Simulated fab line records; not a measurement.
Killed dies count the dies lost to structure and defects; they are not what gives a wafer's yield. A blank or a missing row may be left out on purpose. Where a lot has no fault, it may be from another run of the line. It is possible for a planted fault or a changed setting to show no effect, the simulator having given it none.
Chamber matching / flow nand harc / rie diel-13 running NHARC_A_SLIT_ETCH_24: 4 sister chambers
The step etches the open film in CF4/CHF3, target depth 121 nm, time 60.5 s. 14 wafers are shown with their chamber, then 7 later ones without.

== WAFERS WITH THEIR CHAMBER ==
wafer=L765.1; chamber=1; drypump motor current A (A)=6.3; rf vpp V (V)=375.2; throttle valve pct (%)=16.798
wafer=L765.2; chamber=3; drypump motor current A (A)=6.2; rf vpp V (V)=367.6; throttle valve pct (%)=16.813
wafer=L765.5; chamber=2; drypump motor current A (A)=5.5; rf vpp V (V)=375.4; throttle valve pct (%)=16.791
wafer=L766.2; chamber=2; drypump motor current A (A)=5.4; rf vpp V (V)=374.1; throttle valve pct (%)=16.805
wafer=L766.3; chamber=0; drypump motor current A (A)=5.4; rf vpp V (V)=372.2; throttle valve pct (%)=16.804
wafer=L766.5; chamber=3; drypump motor current A (A)=6.1; rf vpp V (V)=367.6; throttle valve pct (%)=16.796
wafer=L772.1; chamber=2; drypump motor current A (A)=5.5; rf vpp V (V)=374.7; throttle valve pct (%)=16.811
wafer=L772.2; chamber=3; drypump motor current A (A)=6.1; rf vpp V (V)=367.6; throttle valve pct (%)=16.782
wafer=L772.4; chamber=1; drypump motor current A (A)=6.3; rf vpp V (V)=374.3; throttle valve pct (%)=16.790
wafer=L770.2; chamber=1; drypump motor current A (A)=6.3; rf vpp V (V)=374.2; throttle valve pct (%)=16.786
wafer=L770.3; chamber=0; drypump motor current A (A)=5.4; rf vpp V (V)=370.9; throttle valve pct (%)=16.805
wafer=L770.6; chamber=0; drypump motor current A (A)=5.4; rf vpp V (V)=372.1; throttle valve pct (%)=16.810
wafer=L782.1; chamber=0; drypump motor current A (A)=5.4; rf vpp V (V)=371.0; throttle valve pct (%)=16.785
wafer=L782.4; chamber=3; drypump motor current A (A)=6.1; rf vpp V (V)=367.6; throttle valve pct (%)=16.804

SIGNATURES, as means of the wafers listed above
reading=drypump motor current A; chamber 0=5.400; chamber 1=6.300; chamber 2=5.467; chamber 3=6.125; scatter within a chamber=0.0376
reading=rf vpp V; chamber 0=371.550; chamber 1=374.567; chamber 2=374.733; chamber 3=367.600; scatter within a chamber=0.539
reading=throttle valve pct; chamber 0=16.80100; chamber 1=16.79133; chamber 2=16.80233; chamber 3=16.79875; scatter within a chamber=0.0108
Rule: for each reading, subtract the chamber's mean from the wafer's reading, divide by that reading's scatter and square the result; add these up over the readings and take the root, which gives the wafer's distance from the chamber. The wafer belongs to the nearest chamber; if the next one is less than 2 further off, it can't be placed. How the scatter is found: for the shown wafers, subtract from each reading the mean of its chamber, square and add these, divide the total by (wafers less chambers), then take the root.

== WAFERS WITHOUT THEIR CHAMBER ==
wafer=L782.6; drypump motor current A (A)=6.3; rf vpp V (V)=373.6; throttle valve pct (%)=16.800
wafer=L783.1; drypump motor current A (A)=5.4; rf vpp V (V)=372.2; throttle valve pct (%)=16.794
wafer=L783.3; drypump motor current A (A)=6.3; rf vpp V (V)=373.6; throttle valve pct (%)=16.787
wafer=L783.4; drypump motor current A (A)=6.1; rf vpp V (V)=367.3; throttle valve pct (%)=16.788
wafer=L787.2; drypump motor current A (A)=6.1; rf vpp V (V)=367.2; throttle valve pct (%)=16.794
wafer=L787.4; drypump motor current A (A)=5.4; rf vpp V (V)=374.5; throttle valve pct (%)=16.815
wafer=L787.5; drypump motor current A (A)=6.3; rf vpp V (V)=373.5; throttle valve pct (%)=16.790

== THE CHAMBER EACH PASSED THROUGH ==
wafer=L782.6; from the rows above=1; in truth=1
wafer=L783.1; from the rows above=0; in truth=0
wafer=L783.3; from the rows above=1; in truth=1
wafer=L783.4; from the rows above=3; in truth=3
wafer=L787.2; from the rows above=3; in truth=3
wafer=L787.4; from the rows above=2; in truth=2
wafer=L787.5; from the rows above=1; in truth=1
Correctly placed: 7 of 7. Can't be placed from these rows: 0. Wrongly placed: 0.
